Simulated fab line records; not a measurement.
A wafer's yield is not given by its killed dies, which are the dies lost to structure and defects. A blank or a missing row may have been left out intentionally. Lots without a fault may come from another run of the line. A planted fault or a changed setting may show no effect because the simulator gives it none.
Struck lot and sound lot, side by side + flow nand_harc + 14 steps out of a route of 1302
Sound: wafers L637.4, L637.5, L637.6. The struck wafers were L630.1, L630.2, L630.5. Last of all comes the cause.
For every step that has rows: the tool of each side, followed by ch and its chambers, followed by its first start. Under that, the readings that differ: sound wafers + struck wafers + difference of the means + sigmas: that difference in standard deviations of wafers without a fault.
alike: words and numbers the same on both sides, and readings whose means are apart by under 2 such deviations; not compared: readings that were withheld, readings missing a value for some wafer, numbers with overlapping values and no deviation given by the record, and bounds like >300 which may hide the same value.
A row with sigmas, a row that says differs or no value, or rows on one side alone: a step with any of these is where the two part. Numbers that don't overlap but have no deviation are shown without sigmas and don't part them. Lack of a reading on every wafer of one side parts them only where that side has two or more wafers.

first, 1 step without rows for these wafers: NHARC_A_STAIRCASE_TRIM_220 (chemistry O2, time 211.2 s).
NHARC_A_STAIRCASE_ETCH_221: etches the open film in C4F8/O2, target depth 100 nm, time 40.5 s.
  sound: rie_diel-03 ch 0,3; struck: rie_diel-03 ch 1,2
  alike: chamber_pressure_mTorr, oes_product_au, rf_fwd_power_W, rf_vpp_V
  not compared: rf_hours_counter_h
NHARC_A_STAIRCASE_TRIM_222: chemistry O2, time 211.2 s.
  sound: rie_diel-03 ch 1,2; struck: rie_diel-03 ch 0,2
  alike: chamber_pressure_mTorr, drypump_motor_current_A, oes_product_au, rf_vpp_V, showerhead_plenum_p_Torr, throttle_valve_pct
  not compared: rf_hours_counter_h
NHARC_A_STAIRCASE_ETCH_223: etches the open film in C4F8/O2, target depth 100 nm, time 40.5 s.
  sound: rie_diel-03 ch 0,1; struck: rie_diel-03 ch 0,2,3
  alike: chamber_pressure_mTorr, oes_product_au, rf_fwd_power_W, rf_vpp_V
  not compared: rf_hours_counter_h
NHARC_A_STAIRCASE_TRIM_224: chemistry O2, time 211.2 s.
  sound: rie_diel-03 ch 1,2,3; struck: rie_diel-03 ch 0,1,2
  alike: chamber_pressure_mTorr, drypump_motor_current_A, oes_product_au, rf_vpp_V, showerhead_plenum_p_Torr, throttle_valve_pct
  not compared: rf_hours_counter_h
then, 5 steps without rows for these wafers: NHARC_A_STAIRCASE_ETCH_225 (etches the open film in C4F8/O2, target depth 100 nm, time 40.5 s); NHARC_A_STAIRCASE_TRIM_226 (chemistry O2, time 211.2 s); NHARC_A_STAIRCASE_ETCH_227 (etches the open film in C4F8/O2, target depth 100 nm, time 40.5 s); NHARC_A_STAIRCASE_TRIM_229 (chemistry O2, time 211.2 s); NHARC_A_STAIRCASE_ETCH_230 (etches the open film in C4F8/O2, target depth 100 nm, time 40.5 s).
NHARC_A_STAIRCASE_TRIM_231: chemistry O2, time 211.2 s.
  sound: rie_diel-03 ch 1,2; struck: rie_diel-04 ch 0,1,2
  alike: chamber_pressure_mTorr, drypump_motor_current_A, oes_product_au, rf_vpp_V, showerhead_plenum_p_Torr, throttle_valve_pct
  not compared: rf_hours_counter_h
NHARC_A_STAIRCASE_ETCH_232: etches the open film in C4F8/O2, target depth 100 nm, time 40.5 s.
  sound on rie_diel-03 ch 0,3, day 24 19:28; struck on rie_diel-04 ch 0,2,3, day 21 23:56
| reading               | sound             | struck            | difference | sigmas |
|-----------------------|-------------------|-------------------|------------|--------|
| oes_product_au (a.u.) | 0.940 0.943 0.946 | 1.093 1.067 1.031 | +0.121     | +9     |
| rf_fwd_power_W (W)    | 593.2 592.8 593.3 | 690.6 686.8 685.8 | +94.6      | +36    |
  alike: chamber_pressure_mTorr, rf_vpp_V
  not compared: rf_hours_counter_h
then, 1 step without rows for these wafers: NHARC_A_STAIRCASE_TRIM_233 (chemistry O2, time 211.2 s).
-- record jumps: 9 days between struck wafers' starts before vs after; left off in module A_STAIRCASE, resumes in module END, first step shown is number 1302 of the route --
NHARC_END_SORT_01:
  only the struck wafers appear in the record here, on prober-01 ch 0 at day 30 20:08; the sound ones have no rows

WHERE THEY PART
At NHARC_A_STAIRCASE_ETCH_232 first; at NHARC_END_SORT_01 last (within this record only).

WHY: whatever the simulator had introduced
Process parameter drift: rie_diel-04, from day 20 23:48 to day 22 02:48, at NHARC_A_STAIRCASE_ETCH_232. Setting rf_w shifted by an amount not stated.
